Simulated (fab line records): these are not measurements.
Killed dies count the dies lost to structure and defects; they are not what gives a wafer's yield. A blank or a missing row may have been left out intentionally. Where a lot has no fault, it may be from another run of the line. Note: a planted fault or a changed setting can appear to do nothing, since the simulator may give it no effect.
fab line records	flow n5Finfet
record lots=7	wafers=39
route steps=1938 shown BEOL_M2@890 BEOL_M6@1194
startH: hours from the record's opening day to when the first of the lot's shown wafers began	waitH: hours from the lot's prior step to this one	" the same as in the row above	L1.1+2: several wafers, shown together as one row	- no value, or no start given	* or withheld: withheld	< > ~ a bound
route shown NAME@n: a module of which the file shows steps, and the number in the route of the first	usual: mean/standard deviation taken from wafers without a fault	same: alike in all rows	chamber/n: place in a boat	sites: the reading at each site	_std_site: standard deviation across them	_edge_site: outer sites' mean less inner sites'	radiusMm: how far each site lies from the wafer's centre	mask NAME#n: copy n	behind: the last tool/chamber to shape the wafer	hold: reason for holding the lot/hours on hold/outcome of the hold	device: the transistor (n, p or np) that didn't switch	end of line: the same wafers' tests at the end of the route	a step without rows: its recipe alone	killed: not the wafer's yield, but the dies lost to structure and defects at the first sort	map: a wafer's dies, x killed, . not, _ none there
set.NAME: the setting that was run; set.NAME@STEP: the one run at that earlier step	model.NAME: the simulator's own value behind a step, which no gauge read
lots where settings were altered on purpose, with a table for each step and a row for each wafer
## steps
# step N5_BEOL_M2_TRENCH_ETCH_37
# recipe chemistry=C4F6/O2	targetDepthA=555.55	target=SiOC	timeS=29.2	ionEnergyEv=250	pressureMtorr=30	sourceW=355	biasW=185	Ar_flow_sccm=300	C4F6_flow_sccm=10	O2_flow_sccm=10
lot.wafer	tool	chamber	startH	waitH	set.targetDepthA	model.etch.depthNm	model.BEOL_M2.featureDepthNm	model.TiN_of_BEOL_M2_HM_DEP_02.thkNm
L078.1	rieDiel-02	0	-	-	555.55	53.55	53.6	17.4
L078.2	"	2	"	"	555.55	56.19	56.2	17.2
L078.3	"	3	"	"	555.55	55.3	55.2	17.4
L078.4	"	1	"	"	555.55	54.16	54.2	17.4
L078.5	"	0	"	"	555.55	53.74	53.8	17.4
L078.6	"	1	"	"	555.55	54.06	54	17.2
L081.1	rieDiel-03	3	-	-	555.55	56.27	56.2	17.6
L081.2	"	1	"	"	261.8	25.57	25.6	18.8
L081.3	"	2	"	"	555.55	56.11	56.2	17.2
L081.4	"	0	"	"	261.8	26.2	26.2	18.6
L081.5	"	1	"	"	261.8	25.51	25.6	18.6
L081.6	"	2	"	"	555.55	55.95	56	17.8
L086.1	rieDiel-03	0	-	-	555.55	55.67	55.6	17.6
L086.2	"	2	"	"	555.55	55.9	56	17.6
L086.3	"	3	"	"	555.55	55.79	55.8	17.6
L086.4	"	1	"	"	555.55	54.41	54.4	18.2
L086.5	"	3	"	"	555.55	55.82	55.8	17.6
L086.6	"	2	"	"	555.55	55.69	55.6	18
L089.2	rieDiel-06	1	-	-	555.55	54.72	54.8	17.8
L089.3	"	2	"	"	555.55	53.14	53.2	18
L089.6	"	0	"	"	555.55	55.68	55.6	17.6
L090.1	rieDiel-03	3	-	-	555.55	56.84	56.8	17.2
L090.2	"	1	"	"	555.55	54.92	55	17.4
L090.3	"	0	"	"	879.8	89.02	89	16.2
L090.4	"	2	"	"	879.8	89.49	89.4	16.2
L090.5	"	1	"	"	555.55	55.11	55.2	17.8
L090.6	"	2	"	"	879.8	89.3	89.4	16.4
L092.1	rieDiel-03	2	-	-	555.55	55.94	56	17.8
L092.2	"	1	"	"	555.55	54.68	54.6	18.2
L092.3	"	0	"	"	471.9	47.3	47.2	18
L092.4	"	3	"	"	555.55	55.86	55.8	17.8
L092.5	"	1	"	"	471.9	46.34	46.4	18
L092.6	"	0	"	"	471.9	47.3	47.2	18.2
L097.1	rieDiel-06	2	-	-	555.55	53.42	53.4	18.2
L097.2	"	0	"	"	555.55	55.46	55.4	17.8
L097.3	"	3	"	"	231.7	22.96	23	19.4
L097.4	"	1	"	"	231.7	22.93	23	19.4
L097.5	"	1	"	"	231.7	23.12	23.2	19.4
L097.6	"	0	"	"	555.55	55.57	55.6	17.8
# step N5_BEOL_M2_ETCH_41
# recipe chemistry=CH3F/O2	target=SiCN	targetDepthA=299	taperDeg=2	timeS=52.5	ionEnergyEv=120	maskMaterial=TiN	pressureMtorr=30	sourceW=395	biasW=75	Ar_flow_sccm=150	CH3F_flow_sccm=30	O2_flow_sccm=20
# step N5_BEOL_M2_STRIP_97
# recipe chemistry=N2/H2	timeS=10	powerW=450	tempC=40	pressureMtorr=20	rfFrequencyHz=6e+07	biasPowerW=7	n2FlowSccm=200	h2FlowSccm=200
# step N5_BEOL_M2_OCD_MEAS_38
# usual trenchDepthNm=54.9/1.1
lot.wafer	tool	chamber	startH	waitH	set.targetDepthA@BEOL_M2_TRENCH_ETCH_37	trenchDepthNm
L078.1	ocd-02	-	176.16	-	555.55	53.5
L078.2	"	-	"	"	555.55	56.2
L078.3	"	-	"	"	555.55	55.0
L078.4	"	-	"	"	555.55	53.5
L078.5	"	-	"	"	555.55	53.2
L078.6	"	-	"	"	555.55	53.7
L081.1	ocd-02	-	199.13	-	555.55	56.7
L081.2	"	-	"	"	261.8	25.3
L081.3	"	-	"	"	555.55	56.2
L081.4	"	-	"	"	261.8	26.8
L081.5	"	-	"	"	261.8	25.4
L081.6	"	-	"	"	555.55	55.7
L086.1	ocd-02	-	212.93	-	555.55	55.1
L086.2	"	-	"	"	555.55	56.1
L086.3	"	-	"	"	555.55	56.0
L086.4	"	-	"	"	555.55	54.3
L086.5	"	-	"	"	555.55	55.8
L086.6	"	-	"	"	555.55	56.0
L089.2	ocd-02	-	237.34	-	555.55	55.0
L089.3	"	-	"	"	555.55	53.2
L089.6	"	-	"	"	555.55	55.5
L090.1	ocd-02	-	245.31	-	555.55	57.2
L090.2	"	-	"	"	555.55	54.8
L090.3	"	-	"	"	879.8	89.1
L090.4	"	-	"	"	879.8	89.5
L090.5	"	-	"	"	555.55	54.6
L090.6	"	-	"	"	879.8	89.2
L092.1	ocd-02	-	249.00	-	555.55	56.3
L092.2	"	-	"	"	555.55	53.9
L092.3	"	-	"	"	471.9	47.3
L092.4	"	-	"	"	555.55	55.7
L092.5	"	-	"	"	471.9	46.9
L092.6	"	-	"	"	471.9	47.2
L097.1	ocd-02	-	278.08	-	555.55	53.2
L097.2	"	-	"	"	555.55	55.7
L097.3	"	-	"	"	231.7	22.9
L097.4	"	-	"	"	231.7	23.4
L097.5	"	-	"	"	231.7	23.0
L097.6	"	-	"	"	555.55	55.6
# step N5_BEOL_M2_HM_STRIP_39
# recipe chemistry=peroxideTinStrip	material=TiN	targetDepthA=250	tempC=50	timeS=158
# step N5_BEOL_M2_SRD_40
# recipe timeS=30	tempC=23	rinseLiquid=diw	dry=ipaMarangoni
# step N5_BEOL_M2_ECD_50
# recipe material=Cu	targetThkA=3000
# step N5_BEOL_M2_ANNEAL_51
# recipe tempC=225	timeS=90	ambient=N2
# step N5_BEOL_M2_CMP_52
# recipe stopOn=SiOC	tOverpolishS=6.8	downForcePsi=1	platenRpm=50	clearingPlatenDownForcePsi=1.5	clearingPlatenRpm=50	postCmpClean=cuAlkaline	targetThkNm=40	clearingPlatenPadVelocityMS=0.99484	padVelocityMS=0.99484
lot.wafer	tool	chamber	startH	waitH	set.targetDepthA@BEOL_M2_TRENCH_ETCH_37	model.Cu_of_BEOL_M2_ECD_50.thkNm
L078.4	cmp-01	2	181.14	0.1	555.55	37.6
L078.3	"	3	"	"	555.55	41
L078.2	"	0	"	"	555.55	39
L078.1	"	1	"	"	555.55	37.4
L078.5	"	2	"	"	555.55	37.8
L078.6	"	3	"	"	555.55	38.6
L081.4	cmp-01	3	202.71	0.2	261.8	11.4
L081.2	"	0	"	"	261.8	10
L081.1	"	1	"	"	555.55	42.2
L081.3	"	2	"	"	555.55	39.6
L081.6	"	3	"	"	555.55	41.2
L081.5	"	0	"	"	261.8	10.4
L086.3	cmp-02	1	218.38	0.2	555.55	40.4
L086.2	"	2	"	"	555.55	41.6
L086.1	"	3	"	"	555.55	39.6
L086.4	"	0	"	"	555.55	40.2
L086.6	"	1	"	"	555.55	39.4
L086.5	"	2	"	"	555.55	40.8
L089.2	cmp-03	0	241.76	0.2	555.55	37
L089.3	"	3	"	"	555.55	35.4
L089.6	"	1	"	"	555.55	38
L090.4	cmp-02	0	249.13	0.1	879.8	75
L090.2	"	1	"	"	555.55	39.2
L090.1	"	2	"	"	555.55	41.8
L090.3	"	3	"	"	879.8	73.2
L090.6	"	0	"	"	879.8	73.6
L090.5	"	1	"	"	555.55	40
L092.4	cmp-01	1	253.25	0.1	555.55	41.4
L092.2	"	2	"	"	555.55	38.8
L092.1	"	3	"	"	555.55	40.6
L092.3	"	0	"	"	471.9	31.2
L092.5	"	1	"	"	471.9	31.6
L092.6	"	2	"	"	471.9	32
L097.1	cmp-03	0	281.51	0.3	555.55	37.2
L097.3	"	1	"	"	231.7	9.4
L097.2	"	2	"	"	555.55	41.6
L097.4	"	3	"	"	231.7	8.4
L097.6	"	0	"	"	555.55	41.2
L097.5	"	1	"	"	231.7	8.8
# step N5_BEOL_M2_THK_MEAS_53
# recipe thkMeasGauge=xrf	reads=Cu_of_BEOL_M2_ECD_50
# usual M2_THK=40.0/1.7
lot.wafer	tool	chamber	startH	waitH	set.targetDepthA@BEOL_M2_TRENCH_ETCH_37	M2_THK[nm]
L078.1	filmMetro-02	-	181.43	-	555.55	38.2
L078.2	"	-	"	"	555.55	39.9
L078.3	"	-	"	"	555.55	41.9
L078.4	"	-	"	"	555.55	38.4
L078.5	"	-	"	"	555.55	38.8
L078.6	"	-	"	"	555.55	39.5
L081.1	filmMetro-01	-	203.00	-	555.55	42.7
L081.2	"	-	"	"	261.8	10.1
L081.3	"	-	"	"	555.55	40.1
L081.4	"	-	"	"	261.8	11.4
L081.5	"	-	"	"	261.8	10.4
L081.6	"	-	"	"	555.55	41.7
L086.1	filmMetro-01	-	218.68	-	555.55	39.7
L086.2	"	-	"	"	555.55	41.7
L086.3	"	-	"	"	555.55	40.5
L086.4	"	-	"	"	555.55	40.5
L086.5	"	-	"	"	555.55	40.8
L086.6	"	-	"	"	555.55	39.6
L089.2	filmMetro-02	-	242.06	-	555.55	37.7
L089.3	"	-	"	"	555.55	35.9
L089.6	"	-	"	"	555.55	38.6
L090.1	filmMetro-01	-	249.42	-	555.55	42.6
L090.2	"	-	"	"	555.55	39.9
L090.3	"	-	"	"	879.8	74.6
L090.4	"	-	"	"	879.8	76.5
L090.5	"	-	"	"	555.55	40.7
L090.6	"	-	"	"	879.8	75.2
L092.1	filmMetro-02	-	253.54	-	555.55	41.4
L092.2	"	-	"	"	555.55	39.6
L092.3	"	-	"	"	471.9	32.0
L092.4	"	-	"	"	555.55	42.4
L092.5	"	-	"	"	471.9	32.3
L092.6	"	-	"	"	471.9	32.7
L097.1	filmMetro-01	-	281.80	-	555.55	37.3
L097.2	"	-	"	"	555.55	42.0
L097.3	"	-	"	"	231.7	9.4
L097.4	"	-	"	"	231.7	8.5
L097.5	"	-	"	"	231.7	8.8
L097.6	"	-	"	"	555.55	41.6
# step N5_BEOL_M2_PRE_CLEAN_60
# recipe gas=NH3/H2	timeS=15	tempC=*	rfPowerW=300
# step N5_BEOL_M2_CO_CAP_55
# recipe material=Co	targetThkA=20	tempC=200	precursor=CCTBA/H2	pressureTorr=30	timeS=102.1
# step N5_BEOL_M2_PRE_CLEAN_56
# recipe gas=NH3	timeS=15	tempC=withheld	rfPowerW=300
# step N5_BEOL_M2_DEP_57
# recipe material=SiCN	targetThkA=80	tempC=withheld	precursor=3MS/NH3	pressureTorr=3	rfW=202	timeS=14
# step N5_BEOL_M2_RS_MEAS_58
# recipe thkMeasGauge=four-point-probe	reads=Co_of_BEOL_M2_CO_CAP_55+Cu_of_BEOL_M2_ECD_50+Co_of_BEOL_M2_CVD_47+TaN_of_BEOL_M2_ALD_84
# usual M2_RS=0.68/0.037
lot.wafer	tool	chamber	startH	waitH	set.targetDepthA@BEOL_M2_TRENCH_ETCH_37	M2_RS[ohm/sq]
L078.1	filmMetro-02	-	181.69	0.0	555.55	0.73
L078.2	"	-	"	"	555.55	0.69
L078.3	"	-	"	"	555.55	0.65
L078.4	"	-	"	"	555.55	0.72
L078.5	"	-	"	"	555.55	0.72
L078.6	"	-	"	"	555.55	0.70
L081.1	filmMetro-01	-	203.26	0.0	555.55	0.62
L081.2	"	-	"	"	261.8	4.53
L081.3	"	-	"	"	555.55	0.68
L081.4	"	-	"	"	261.8	3.81
L081.5	"	-	"	"	261.8	4.32
L081.6	"	-	"	"	555.55	0.64
L086.1	filmMetro-02	-	219.02	0.1	555.55	0.68
L086.2	"	-	"	"	555.55	0.64
L086.3	"	-	"	"	555.55	0.66
L086.4	"	-	"	"	555.55	0.66
L086.5	"	-	"	"	555.55	0.65
L086.6	"	-	"	"	555.55	0.68
L089.2	filmMetro-01	-	242.32	0.1	555.55	0.74
L089.3	"	-	"	"	555.55	0.79
L089.6	"	-	"	"	555.55	0.71
L090.1	filmMetro-02	-	249.69	0.0	555.55	0.63
L090.2	"	-	"	"	555.55	0.69
L090.3	"	-	"	"	879.8	0.32
L090.4	"	-	"	"	879.8	0.31
L090.5	"	-	"	"	555.55	0.67
L090.6	"	-	"	"	879.8	0.32
L092.1	filmMetro-01	-	253.81	0.0	555.55	0.66
L092.2	"	-	"	"	555.55	0.70
L092.3	"	-	"	"	471.9	0.92
L092.4	"	-	"	"	555.55	0.64
L092.5	"	-	"	"	471.9	0.91
L092.6	"	-	"	"	471.9	0.89
L097.1	filmMetro-01	-	282.06	0.0	555.55	0.74
L097.2	"	-	"	"	555.55	0.64
L097.3	"	-	"	"	231.7	5.04
L097.4	"	-	"	"	231.7	5.86
L097.5	"	-	"	"	231.7	5.54
L097.6	"	-	"	"	555.55	0.64
# step N5_BEOL_M6_ILD_DEP_00
# recipe material=SiCOH_lowk	targetThkA=1797.5	tempC=300	precursor=DEMS/porogen	pressureTorr=5	rfW=500	timeS=33.4
lot.wafer	tool	chamber	startH	waitH	set.targetThkA	model.SiCOH_lowk_of_BEOL_M6_ILD_DEP_00.thkNm
L078.1	pecvd-04	2	223.71	0.0	2714	269.4
L078.2	"	1	"	"	1797.5	179.2
L078.3	"	0	"	"	1797.5	180.8
L078.4	"	0	"	"	2714	277.2
L078.5	"	2	"	"	2714	275.2
L078.6	"	1	"	"	1797.5	184.4
L081.1	pecvd-01	2	236.00	0.0	2626	261.8
L081.2	"	0	"	"	2626	260.8
L081.3	"	1	"	"	1797.5	179
L081.4	"	2	"	"	1797.5	182
L081.5	"	0	"	"	2626	264.6
L081.6	"	1	"	"	1797.5	181.8
L086.1	pecvd-03	2	265.17	0.0	1797.5	179.8
L086.2	"	1	"	"	1797.5	181.6
L086.3	"	0	"	"	1797.5	179
L086.4	"	1	"	"	1797.5	183.6
L086.5	"	2	"	"	1797.5	182.4
L086.6	"	0	"	"	1797.5	182
L089.2	pecvd-01	0	277.06	0.0	1797.5	182.8
L089.3	"	2	"	"	1797.5	182
L089.6	"	2	"	"	1797.5	185.8
L090.1	pecvd-03	2	293.61	0.0	2096	206.6
L090.2	"	1	"	"	2096	210.2
L090.3	"	0	"	"	1797.5	176.6
L090.4	"	0	"	"	1797.5	178.2
L090.5	"	1	"	"	1797.5	182
L090.6	"	2	"	"	2096	211
L092.1	pecvd-04	2	301.02	0.0	1797.5	175.6
L092.2	"	1	"	"	1797.5	178.4
L092.3	"	0	"	"	1797.5	173.8
L092.4	"	2	"	"	1797.5	178.2
L092.5	"	1	"	"	1797.5	180.8
L092.6	"	0	"	"	1797.5	178
L097.1	pecvd-04	0	324.19	0.0	1797.5	176
L097.2	"	2	"	"	2311	228.6
L097.3	"	1	"	"	2311	229.8
L097.4	"	1	"	"	1797.5	181
L097.5	"	2	"	"	2311	231.2
L097.6	"	0	"	"	1797.5	178.8
# step N5_BEOL_M6_CURE_74
# recipe tempC=385	timeS=240	ambient=He/Ar	material=SiCOH_lowk
lot.wafer	tool	chamber	startH	waitH	set.targetThkA@BEOL_M6_ILD_DEP_00	model.SiCOH_lowk_of_BEOL_M6_ILD_DEP_00.thkNm
L078.1	uvCure-02	0	223.77	0.0	2714	233.6
L078.2	"	0	"	"	1797.5	154.6
L078.3	"	0	"	"	1797.5	156
L078.4	"	0	"	"	2714	240.4
L078.5	"	0	"	"	2714	238.6
L078.6	"	0	"	"	1797.5	159
L081.1	uvCure-02	0	236.07	0.0	2626	226.8
L081.2	"	0	"	"	2626	226
L081.3	"	0	"	"	1797.5	154.2
L081.4	"	0	"	"	1797.5	157
L081.5	"	0	"	"	2626	229.2
L081.6	"	0	"	"	1797.5	156.8
L086.1	uvCure-01	0	265.43	0.2	1797.5	155.2
L086.2	"	0	"	"	1797.5	156.6
L086.3	"	0	"	"	1797.5	154.4
L086.4	"	0	"	"	1797.5	158.4
L086.5	"	0	"	"	1797.5	157.4
L086.6	"	0	"	"	1797.5	157
L089.2	uvCure-03	0	277.20	0.1	1797.5	157.6
L089.3	"	0	"	"	1797.5	156.8
L089.6	"	0	"	"	1797.5	160.4
L090.1	uvCure-02	0	293.80	0.2	2096	178.6
L090.2	"	0	"	"	2096	181.6
L090.3	"	0	"	"	1797.5	152.2
L090.4	"	0	"	"	1797.5	153.6
L090.5	"	0	"	"	1797.5	157
L090.6	"	0	"	"	2096	182.4
L092.1	uvCure-01	2	301.08	0.0	1797.5	151.4
L092.2	"	2	"	"	1797.5	153.8
L092.3	"	2	"	"	1797.5	149.8
L092.4+6	"	2	"	"	1797.5	153.6
L092.5	"	2	"	"	1797.5	155.8
L097.1	uvCure-01	1	324.26	0.0	1797.5	151.8
L097.2	"	1	"	"	2311	197.8
L097.3	"	1	"	"	2311	198.8
L097.4	"	1	"	"	1797.5	156
L097.5	"	1	"	"	2311	200
L097.6	"	1	"	"	1797.5	154.2
# step N5_BEOL_M6_THK_MEAS_01
# recipe reads=SiCOH_lowk_of_BEOL_M6_ILD_DEP_00
# usual M6_ILD_THK=155.4/2.5
lot.wafer	tool	chamber	startH	waitH	set.targetThkA@BEOL_M6_ILD_DEP_00	M6_ILD_THK[nm]
L078.1	filmMetro-02	-	224.28	0.4	2714	233.7
L078.2	"	-	"	"	1797.5	154.6
L078.3	"	-	"	"	1797.5	156.0
L078.4	"	-	"	"	2714	240.3
L078.5	"	-	"	"	2714	238.8
L078.6	"	-	"	"	1797.5	159.0
L081.1	filmMetro-02	-	236.58	0.4	2626	226.9
L081.2	"	-	"	"	2626	225.9
L081.3	"	-	"	"	1797.5	154.4
L081.4	"	-	"	"	1797.5	157.0
L081.5	"	-	"	"	2626	228.9
L081.6	"	-	"	"	1797.5	156.8
L086.1	filmMetro-01	-	265.94	0.4	1797.5	155.2
L086.2	"	-	"	"	1797.5	156.8
L086.3	"	-	"	"	1797.5	154.3
L086.4	"	-	"	"	1797.5	158.5
L086.5	"	-	"	"	1797.5	157.3
L086.6	"	-	"	"	1797.5	157.0
L089.2	filmMetro-02	-	277.64	0.4	1797.5	157.5
L089.3	"	-	"	"	1797.5	156.9
L089.6	"	-	"	"	1797.5	160.3
L090.1	filmMetro-01	-	294.31	0.4	2096	178.4
L090.2	"	-	"	"	2096	181.7
L090.3	"	-	"	"	1797.5	152.3
L090.4	"	-	"	"	1797.5	153.6
L090.5	"	-	"	"	1797.5	157.1
L090.6	"	-	"	"	2096	182.5
L092.1	filmMetro-01	-	302.07	0.8	1797.5	151.3
L092.2	"	-	"	"	1797.5	153.9
L092.3	"	-	"	"	1797.5	149.8
L092.4	"	-	"	"	1797.5	153.5
L092.5	"	-	"	"	1797.5	156.0
L092.6	"	-	"	"	1797.5	153.5
L097.1	filmMetro-02	-	325.25	0.8	1797.5	151.8
L097.2	"	-	"	"	2311	197.6
L097.3	"	-	"	"	2311	198.8
L097.4	"	-	"	"	1797.5	156.0
L097.5	"	-	"	"	2311	200.0
L097.6	"	-	"	"	1797.5	154.3
## key
split step=N5_BEOL_M2_TRENCH_ETCH_37	setting=targetDepthA	stated=555.55	by=wafer
response step=N5_BEOL_M2_TRENCH_ETCH_37	reading=model.etch.depthNm	change=+0.565	per=1%	r=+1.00
response step=N5_BEOL_M2_TRENCH_ETCH_37	reading=model.BEOL_M2.featureDepthNm	change=+0.564	per=1%	r=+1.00
response step=N5_BEOL_M2_TRENCH_ETCH_37	reading=model.TiN_of_BEOL_M2_HM_DEP_02.thkNm	change=-0.0221	per=1%	r=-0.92
response step=N5_BEOL_M2_OCD_MEAS_38	reading=trenchDepthNm	change=+0.565	per=1%	r=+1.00
response step=N5_BEOL_M2_CMP_52	reading=model.Cu_of_BEOL_M2_ECD_50.thkNm	change=+0.561	per=1%	r=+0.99
response step=N5_BEOL_M2_THK_MEAS_53	reading=M2_THK	change=+0.57	per=1%	r=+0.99
response step=N5_BEOL_M2_RS_MEAS_58	reading=M2_RS	shape=bent	atLowest=5.48	atStated=0.68	atHighest=0.31
split step=N5_BEOL_M6_ILD_DEP_00	setting=targetThkA	stated=1797.5	by=wafer
response step=N5_BEOL_M6_ILD_DEP_00	reading=model.SiCOH_lowk_of_BEOL_M6_ILD_DEP_00.thkNm	change=+1.79	per=1%	r=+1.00
response step=N5_BEOL_M6_CURE_74	reading=model.SiCOH_lowk_of_BEOL_M6_ILD_DEP_00.thkNm	change=+1.57	per=1%	r=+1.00
response step=N5_BEOL_M6_THK_MEAS_01	reading=M6_ILD_THK	change=+1.57	per=1%	r=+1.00
